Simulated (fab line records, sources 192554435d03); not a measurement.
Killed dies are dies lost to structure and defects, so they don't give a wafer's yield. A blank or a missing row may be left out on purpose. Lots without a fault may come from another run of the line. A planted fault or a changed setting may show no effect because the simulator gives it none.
One fault seen from 3 desks | flow n5_finfet | each desk has only its own numbers; what lay behind them comes last

THE METROLOGY DESK
What the gauges read, lot by lot, whatever tool the lot ran on: means of the sampled wafers that have a number. A lot is out of limits, marked OUT, if its mean lies more than 4 standard deviations from the usual mean; the brackets give that distance.
Columns: A = V5_OVL at N5_BEOL_M6_OVL_MEAS_29, usual 0.4 nm
lot  | first seen here | A
L165 | day 11 01:00    | 0.0
L168 | day 11 04:04    | -0.1
L167 | day 11 23:34    | 0.4
L171 | day 12 02:07    | -0.1
L172 | day 12 16:14    | 0.2
L173 | day 13 06:21    | 0.1
L174 | day 13 09:29    | 0.6
This desk's finding: nothing out of limits on any of the 7 lots.

THE TOOL OWNER'S DESK: rie_diel-01
The tool's own readings at N5_BEOL_M6_ETCH_41 (etches SiCN in CH3F/O2, target depth 29.7 nm, time 52 s): means of the sampled wafers that have a number, for each lot that ran on this tool. A lot is out of limits, marked OUT, if its mean lies more than 4 standard deviations from the usual mean; the brackets give that distance.
Columns: A = drypump_motor_current_A at N5_BEOL_M6_ETCH_41, usual 5.6 A; B = oes_product_au at N5_BEOL_M6_ETCH_41, usual 0.80 a.u.; C = rf_vpp_V at N5_BEOL_M6_ETCH_41, usual 297.0 V; D = run_length_s at N5_BEOL_M6_ETCH_41, usual 75.3 s; E = showerhead_plenum_p_Torr at N5_BEOL_M6_ETCH_41, usual 1.99 Torr; F = throttle_valve_pct at N5_BEOL_M6_ETCH_41, usual 16.31 %
lot  | first seen here | A   | B    | C     | D              | E    | F
L168 | day 11 04:47    | 5.6 | 0.83 | 297.4 | 75.2           | 1.99 | 16.10
L167 | day 12 00:26    | 5.0 | 0.75 | 295.0 | 71.2 (-12) OUT | 1.95 | 16.36
L171 | day 12 02:30    | 5.7 | 0.80 | 296.9 | 70.4 (-14) OUT | 1.97 | 16.21
L173 | day 13 06:44    | 5.8 | 0.76 | 299.0 | 70.3 (-14) OUT | 2.00 | 16.16
This desk's finding: out of limits on L167, L171, L173; first on L167, day 12 00:26 (run_length_s at N5_BEOL_M6_ETCH_41). In limits: L168.

THE DEFECT DESK
What the inspections along the route counted, lot by lot: means of the sampled wafers that have a number. A lot is out of limits, marked OUT, if its mean lies more than 4 standard deviations from the usual mean; the brackets give that distance.
Columns: A = raw_defect_count at N5_BEOL_M6_INSPECT_30, usual 416
lot  | first seen here | A
L165 | day 11 01:03    | 569
L168 | day 11 04:07    | 452
L167 | day 11 23:37    | 387
L171 | day 12 02:10    | 276
L172 | day 12 16:17    | 522
L173 | day 13 06:25    | 424
L174 | day 13 09:32    | 370
This desk's finding: nothing out of limits on any of the 7 lots.

PUT TOGETHER
The tool owner's desk could have raised an alarm at day 12 00:26, on L167, L171, L173.
The metrology desk saw nothing out of limits.
The defect desk saw nothing out of limits.
The metrology desk has L167, L171, L173 on record, within its limits.
The defect desk has L167, L171, L173 on record, within its limits.
Of the lots named, all ran N5_BEOL_M6_ETCH_41 on rie_diel-01.

WHAT THE SIMULATOR HAD PUT IN
Process parameter drift: rie_diel-01, from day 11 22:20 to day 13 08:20, at N5_BEOL_M6_ETCH_41. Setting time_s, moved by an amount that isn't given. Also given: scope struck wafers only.
Lots struck among those shown: L167, L171, L173.
Hours from the fault's start to each desk's first reading out of limits: the tool owner's desk, 2.
